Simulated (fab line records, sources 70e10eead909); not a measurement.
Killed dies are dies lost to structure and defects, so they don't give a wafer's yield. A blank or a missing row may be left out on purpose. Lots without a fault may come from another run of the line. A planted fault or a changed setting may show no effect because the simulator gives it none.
Which tool did it? | flow nand_harc | 15 lots, 45 wafers sampled, at 4 steps of a route of 1302

WHAT THE GAUGES READ, wafer by wafer
The record holds no reading of a measuring or inspecting step that can be judged against a usual standard deviation.

WHICH TOOL RAN EACH LOT (tool, then ch and the chambers of the sampled wafers, then the start)
lot  | NHARC_A_M1_ANNEAL_31             | NHARC_A_BONDPAD_ETCH_12                       | NHARC_A_BONDPAD_DEGAS_25     | NHARC_THIN_TSV_ETCH_59
L655 | rtp_anneal-01 ch 0, day 23 05:29 | rie_diel-02 ch 2,3, day 23 09:26 or earlier   | pvd_sputter-01, day 23 09:26 | rie_metal-01 ch 0, day 24 05:43
L656 | rtp_anneal-01 ch 0, day 23 07:11 | rie_diel-11 ch 1,2,3, day 23 11:06 or earlier | pvd_sputter-02, day 23 11:06 | rie_metal-03 ch 0,1, day 24 06:36
L659 | rtp_anneal-02 ch 0, day 24 04:50 | rie_diel-09 ch 0,1,2, day 24 08:41 or earlier | pvd_sputter-01, day 24 08:41 | rie_metal-03 ch 0,1, day 25 07:04
L658 | rtp_anneal-02 ch 0, day 24 05:35 | rie_diel-02 ch 1,2,3, day 24 09:31 or earlier | pvd_sputter-03, day 24 09:31 | rie_metal-02 ch 0,1, day 25 05:23
L660 | rtp_anneal-02 ch 0, day 24 20:59 | rie_diel-11 ch 1,2,3, day 25 00:52 or earlier | pvd_sputter-03, day 25 00:52 | rie_metal-02 ch 0,1, day 25 21:14
L661 | rtp_anneal-02 ch 0, day 25 11:58 | rie_diel-11 ch 0,2, day 25 15:51 or earlier   | pvd_sputter-03, day 25 15:51 | rie_metal-03 ch 0,1, day 26 14:56
L663 | rtp_anneal-02 ch 0, day 26 05:28 | rie_diel-11 ch 0,1,3, day 26 09:05 or earlier | pvd_sputter-02, day 26 09:05 | rie_metal-03 ch 0,1, day 27 05:16
L670 | rtp_anneal-02 ch 0, day 29 04:24 | rie_diel-11 ch 1,2,3, day 29 08:22 or earlier | pvd_sputter-02, day 29 08:22 | rie_metal-01 ch 0,1, day 30 07:39
L671 | rtp_anneal-02 ch 0, day 29 18:31 | rie_diel-11 ch 0,3, day 29 22:23 or earlier   | pvd_sputter-02, day 29 22:23 | rie_metal-02 ch 0,1, day 30 19:24
L673 | rtp_anneal-02 ch 0, day 30 17:08 | rie_diel-02 ch 0,1,3, day 30 21:07 or earlier | pvd_sputter-01, day 30 21:07 | rie_metal-02 ch 0,1, day 31 17:43
L675 | rtp_anneal-01 ch 0, day 30 19:58 | rie_diel-11 ch 0,2,3, day 30 23:52 or earlier | pvd_sputter-02, day 30 23:52 | rie_metal-01 ch 0,1, day 31 18:58
L674 | rtp_anneal-01 ch 0, day 31 02:47 | rie_diel-11 ch 0,1,3, day 31 06:40 or earlier | pvd_sputter-01, day 31 06:40 | rie_metal-02 ch 1, day 32 09:28
L676 | rtp_anneal-01 ch 0, day 32 00:29 | rie_diel-02 ch 0,2,3, day 32 04:07 or earlier | pvd_sputter-01, day 32 04:07 | rie_metal-02 ch 0,1, day 33 01:07
L677 | rtp_anneal-01 ch 0, day 32 01:59 | rie_diel-11 ch 1,3, day 32 05:45 or earlier   | pvd_sputter-02, day 32 05:45 | rie_metal-01 ch 0,1, day 33 02:28
L678 | rtp_anneal-01 ch 0, day 33 02:02 | rie_diel-11 ch 0,2, day 33 05:53 or earlier   | pvd_sputter-03, day 33 05:53 | rie_metal-02 ch 0,1, day 34 01:46
- NHARC_A_M1_ANNEAL_31: time 90 s.
- NHARC_A_BONDPAD_ETCH_12: etches the open film in CHF3/O2, target depth 220 nm, time 110 s.
- NHARC_A_BONDPAD_DEGAS_25: time 60 s.
- NHARC_THIN_TSV_ETCH_59: etches the open film in Cl2/BCl3, target depth 880 nm, time 138.1 s.

WHAT THE TOOLS THEMSELVES READ (means of the sampled wafers that have a number; where no wafer has one, the mark that the record gives instead)
NHARC_A_M1_ANNEAL_31.
lot  | tool          | wafer_temp_C_max
L655 | rtp_anneal-01 | 226.3
L656 | rtp_anneal-01 | 226.3
L659 | rtp_anneal-02 | 226.5
L658 | rtp_anneal-02 | 226.5
L660 | rtp_anneal-02 | 226.3
L661 | rtp_anneal-02 | 226.6
L663 | rtp_anneal-02 | 226.3
L670 | rtp_anneal-02 | 226.3
L671 | rtp_anneal-02 | 226.6
L673 | rtp_anneal-02 | 226.5
L675 | rtp_anneal-01 | 226.5
L674 | rtp_anneal-01 | 226.1
L676 | rtp_anneal-01 | 226.2
L677 | rtp_anneal-01 | 226.1
L678 | rtp_anneal-01 | 225.9

NHARC_A_BONDPAD_ETCH_12.
lot  | tool        | bias_w (W) | chamber_pressure_mTorr (mTorr) | drypump_motor_current_A (A) | o2_flow_sccm (sccm) | oes_product_au (a.u.) | rf_vpp_V (V) | showerhead_plenum_p_Torr (Torr) | throttle_valve_pct (%)
L655 | rie_diel-02 | 200.1      | 24.998                         | 5.9                         | 10.00               | 0.924                 | 370.7        | 2.42                            | 20.558
L656 | rie_diel-11 | 199.6      | 24.991                         | 5.9                         | 10.00               | 0.934                 | 369.8        | 2.38                            | 20.572
L659 | rie_diel-09 | 200.4      | 24.989                         | 6.1                         | 10.00               | 0.927                 | 371.1        | 2.44                            | 20.569
L658 | rie_diel-02 | 200.2      | 24.999                         | 5.7                         | 9.99                | 0.919                 | 370.1        | 2.39                            | 20.570
L660 | rie_diel-11 | 200.2      | 25.016                         | 5.8                         | 10.04               | 0.956                 | 369.3        | 2.38                            | 20.566
L661 | rie_diel-11 | 200.4      | 25.025                         | 6.2                         | 9.99                | 0.931                 | 371.6        | 2.45                            | 20.572
L663 | rie_diel-11 | 199.5      | 24.971                         | 5.5                         | 9.98                | 0.925                 | 370.7        | 2.43                            | 20.578
L670 | rie_diel-11 | 200.1      | 25.006                         | 5.9                         | 10.04               | 0.919                 | 369.4        | 2.38                            | 20.574
L671 | rie_diel-11 | 199.6      | 25.007                         | 5.6                         | 10.01               | 0.923                 | 372.0        | 2.49                            | 20.578
L673 | rie_diel-02 | 199.7      | 25.015                         | 5.5                         | 10.01               | 0.920                 | 370.5        | 2.40                            | 20.579
L675 | rie_diel-11 | 200.0      | 25.006                         | 5.9                         | 10.00               | 0.924                 | 371.4        | 2.44                            | 20.579
L674 | rie_diel-11 | 199.9      | 24.990                         | 5.5                         | 10.01               | 0.955                 | 370.8        | 2.43                            | 20.577
L676 | rie_diel-02 | 200.0      | 24.989                         | 5.7                         | 10.01               | 0.936                 | 371.6        | 2.42                            | 20.568
L677 | rie_diel-11 | 200.3      | 24.998                         | 5.4                         | 10.00               | 0.960                 | 369.6        | 2.36                            | 20.580
L678 | rie_diel-11 | 199.5      | 25.003                         | 5.8                         | 9.98                | 0.952                 | 372.5        | 2.50                            | 20.576

NHARC_A_BONDPAD_DEGAS_25.
lot  | tool           | heater_power_w (W)
L655 | pvd_sputter-01 | 510
L656 | pvd_sputter-02 | 462
L659 | pvd_sputter-01 | 509
L658 | pvd_sputter-03 | 467
L660 | pvd_sputter-03 | 498
L661 | pvd_sputter-03 | 497
L663 | pvd_sputter-02 | 481
L670 | pvd_sputter-02 | 504
L671 | pvd_sputter-02 | 510
L673 | pvd_sputter-01 | 463
L675 | pvd_sputter-02 | 469
L674 | pvd_sputter-01 | 473
L676 | pvd_sputter-01 | 500
L677 | pvd_sputter-02 | 529
L678 | pvd_sputter-03 | 504

NHARC_THIN_TSV_ETCH_59.
lot  | tool         | bcl3_flow_sccm (sccm) | bias_w (W) | drypump_motor_current_A (A) | oes_product_au (a.u.) | throttle_valve_pct (%)
L655 | rie_metal-01 | 29.95                 | 100.1      | 5.9                         | 0.986                 | 22.272
L656 | rie_metal-03 | 30.01                 | 100.1      | 5.6                         | 1.002                 | 22.269
L659 | rie_metal-03 | 29.96                 | 100.2      | 5.6                         | 1.002                 | 22.268
L658 | rie_metal-02 | 29.98                 | 100.5      | 5.4                         | 1.003                 | 22.267
L660 | rie_metal-02 | -                     | -          | -                           | -                     | -
L661 | rie_metal-03 | -                     | -          | -                           | -                     | -
L663 | rie_metal-03 | -                     | -          | -                           | -                     | -
L670 | rie_metal-01 | 29.98                 | 100.0      | 6.0                         | 0.991                 | 22.270
L671 | rie_metal-02 | 30.04                 | 99.6       | 5.8                         | 0.994                 | 22.263
L673 | rie_metal-02 | 29.99                 | 99.6       | 5.4                         | 1.008                 | 22.266
L675 | rie_metal-01 | 30.08                 | 100.0      | 6.0                         | 0.992                 | 22.267
L674 | rie_metal-02 | 29.97                 | 99.9       | 5.1                         | 1.011                 | 22.270
L676 | rie_metal-02 | 29.95                 | 100.0      | 5.4                         | 1.000                 | 22.260
L677 | rie_metal-01 | 30.06                 | 99.7       | 6.0                         | 0.997                 | 22.263
L678 | rie_metal-02 | 29.91                 | 100.2      | 5.8                         | 0.994                 | 22.265

THE ANSWER, worked out from the rows above alone
Rule: what is usual is taken from the lots themselves. Put in order of their means at a reading, lots are off if they are a third of the lots or fewer, leave a main group of 4 or more, and stand apart from it by a gap of 3 or more times the standard deviation of the main group's means; of several such gaps the widest counts. A main group whose means are all the same, to the digits that the tables above print for the reading, isn't used. A lot without any number at a reading at which 4 lots or more have one is off too. The other lots that the step has rows for count as sound. The gauges are gone through in route order, then the tools' own readings, and for those a lot's mean is taken as printed above. The first step at which some lot is off is used, and at that step the reading that is off furthest; a lot without a number counts as furthest.
Off: L660, L661, L663, at NHARC_THIN_TSV_ETCH_59 (bcl3_flow_sccm). Without a number there: L660, L661, L663. The main group: mean 29.99 sccm, standard deviation 0.047.
A tool fits if, at that step or a process step before it, it ran every lot that is off, and no sound lot after the first of them. NHARC_A_BONDPAD_ETCH_12 gives no start for some lots, so the hours and the order of its lots are those of NHARC_A_BONDPAD_DEGAS_25. None of those tried fits.

WHAT THE SIMULATOR HAD PUT IN
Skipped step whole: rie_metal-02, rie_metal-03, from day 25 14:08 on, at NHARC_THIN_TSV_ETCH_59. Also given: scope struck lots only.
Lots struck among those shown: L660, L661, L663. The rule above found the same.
